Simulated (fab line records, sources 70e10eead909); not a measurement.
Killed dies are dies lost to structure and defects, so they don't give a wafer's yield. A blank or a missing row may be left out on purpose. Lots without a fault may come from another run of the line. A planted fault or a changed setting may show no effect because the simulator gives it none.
Which tool did it? | flow nand_harc | 14 lots, 42 wafers sampled, at 5 steps of a route of 1302

WHAT THE GAUGES READ, wafer by wafer
NHARC_END_SORT_01.
lot  | measured     | on        | killed_at_array | killed_at_other | killed_at_periphery | killed_dies | killed_open | killed_short
L113 | day 28 19:38 | prober-02 | 60 57 72        | 1 1 1           | 616 619 604         | 677 677 677 | 5 3 1       | 5 5 2
L116 | day 30 09:52 | prober-01 | 53 39 55        | 1 0 1           | 623 638 621         | 677 677 677 | 0 1 6       | 6 3 7

WHICH TOOL RAN EACH LOT (tool, then ch and the chambers of the sampled wafers, then the start)
lot  | NHARC_P_GATE_DEVELOP_45           | NHARC_THIN_TSV_DEP_47           | NHARC_THIN_TSV_ETCHBACK_48         | NHARC_THIN_TSV_PVD_51
L105 | litho_track-02 ch 0, day 6 13:00  | pecvd-03 ch 0,1,2, day 25 13:20 | rie_diel-07 ch 0,2,3, day 25 13:44 | pvd_sputter-03, no start
L106 | litho_track-02 ch 0, day 6 16:00  | pecvd-02 ch 0,1, day 25 12:10   | rie_diel-07 ch 1,2,3, day 25 12:34 | pvd_sputter-02, no start
L108 | litho_track-03 ch 0, day 7 15:00  | pecvd-04 ch 0,2, day 26 02:35   | rie_diel-07 ch 1,2, day 26 02:59   | pvd_sputter-02, no start
L107 | litho_track-02 ch 0, day 7 17:00  | pecvd-04 ch 0,1,2, day 25 14:44 | rie_diel-04 ch 1,2, day 25 15:09   | pvd_sputter-03, no start
L109 | litho_track-07 ch 0, day 8 09:00  | pecvd-02 ch 0,2, day 26 15:38   | rie_diel-01 ch 1,2, day 26 16:02   | pvd_sputter-02, no start
L110 | litho_track-02 ch 0, day 8 16:00  | pecvd-03 ch 0,2, day 27 14:11   | rie_diel-01 ch 0,2,3, day 27 14:46 | pvd_sputter-03, no start
L111 | litho_track-02 ch 0, day 8 22:00  | pecvd-03 ch 0,2, day 27 20:01   | rie_diel-01 ch 2,3, day 27 20:29   | pvd_sputter-01, no start
L113 | litho_track-02 ch 0, day 9 16:00  | -                               | -                                  | -
L115 | litho_track-07 ch 0, day 10 07:00 | pecvd-02 ch 0,1,2, day 28 07:42 | rie_diel-01 ch 0,1,2, day 28 08:02 | pvd_sputter-03, no start
L116 | litho_track-02 ch 0, day 11 05:00 | -                               | -                                  | -
L123 | litho_track-07 ch 0, day 14 04:00 | pecvd-04 ch 0,1,2, day 32 14:57 | rie_diel-04 ch 0,2,3, day 32 15:23 | pvd_sputter-01, no start
L124 | litho_track-02 ch 0, day 14 06:00 | pecvd-03 ch 0,1,2, day 32 13:32 | rie_diel-01 ch 0,2,3, day 32 13:58 | pvd_sputter-02, no start
L125 | litho_track-03 ch 0, day 14 21:00 | pecvd-02 ch 0,1, day 33 23:36   | rie_diel-07 ch 0,3, day 33 23:57   | pvd_sputter-02, no start
L126 | litho_track-02 ch 0, day 15 06:00 | pecvd-04 ch 1,2, day 33 19:44   | rie_diel-01 ch 1,2,3, day 33 20:05 | pvd_sputter-01, no start
- NHARC_P_GATE_DEVELOP_45: time 70 s.
- NHARC_THIN_TSV_DEP_47: deposits SiO2, target thk 200 nm.
- NHARC_THIN_TSV_ETCHBACK_48: etches the open film in C4F8/Ar, target depth 1028.5 nm, time 405.17 s.
- NHARC_THIN_TSV_PVD_51: deposits Cu, target thk 100 nm.

WHAT THE TOOLS THEMSELVES READ (means of the sampled wafers that have a number; where no wafer has one, the mark that the record gives instead)
NHARC_THIN_TSV_DEP_47.
lot  | tool     | throttle_valve_pct (%)
L105 | pecvd-03 | 15.2
L106 | pecvd-02 | 16.8
L108 | pecvd-04 | 15.9
L107 | pecvd-04 | 15.7
L109 | pecvd-02 | 15.5
L110 | pecvd-03 | 15.4
L111 | pecvd-03 | 14.9
L115 | pecvd-02 | 16.1
L123 | pecvd-04 | 15.4
L124 | pecvd-03 | 15.5
L125 | pecvd-02 | 15.6
L126 | pecvd-04 | 15.2

NHARC_THIN_TSV_ETCHBACK_48.
lot  | tool        | oes_product_au (a.u.) | rf_vpp_V (V)
L105 | rie_diel-07 | 0.92                  | 544
L106 | rie_diel-07 | 0.99                  | 548
L108 | rie_diel-07 | 0.92                  | 551
L107 | rie_diel-04 | 0.92                  | 542
L109 | rie_diel-01 | 0.92                  | 547
L110 | rie_diel-01 | 1.00                  | 546
L111 | rie_diel-01 | 0.92                  | 549
L115 | rie_diel-01 | 0.92                  | 545
L123 | rie_diel-04 | 0.95                  | 547
L124 | rie_diel-01 | 0.97                  | 546
L125 | rie_diel-07 | 0.97                  | 542
L126 | rie_diel-01 | 0.99                  | 548

NHARC_THIN_TSV_PVD_51.
lot  | tool           | throttle_valve_pct (%)
L105 | pvd_sputter-03 | 28.9
L106 | pvd_sputter-02 | 29.6
L108 | pvd_sputter-02 | 29.0
L107 | pvd_sputter-03 | 29.2
L109 | pvd_sputter-02 | 28.8
L110 | pvd_sputter-03 | 29.7
L111 | pvd_sputter-01 | 30.2
L115 | pvd_sputter-03 | 28.7
L123 | pvd_sputter-01 | 30.6
L124 | pvd_sputter-02 | 29.8
L125 | pvd_sputter-02 | 29.7
L126 | pvd_sputter-01 | 30.4

THE ANSWER, worked out from the rows above alone
Rule: what is usual is taken from the lots themselves. Put in order of their means at a reading, lots are off if they are a third of the lots or fewer, leave a main group of 4 or more, and stand apart from it by a gap of 3 or more times the standard deviation of the main group's means; of several such gaps the widest counts. A main group whose means are all the same, to the digits that the tables above print for the reading, isn't used. A lot without any number at a reading at which 4 lots or more have one is off too. The other lots that the step has rows for count as sound. The gauges are gone through in route order, then the tools' own readings, and for those a lot's mean is taken as printed above. The first step at which some lot is off is used, and at that step the reading that is off furthest; a lot without a number counts as furthest.
No lot is off at any reading shown: from this, nothing can be told.

WHAT THE SIMULATOR HAD PUT IN
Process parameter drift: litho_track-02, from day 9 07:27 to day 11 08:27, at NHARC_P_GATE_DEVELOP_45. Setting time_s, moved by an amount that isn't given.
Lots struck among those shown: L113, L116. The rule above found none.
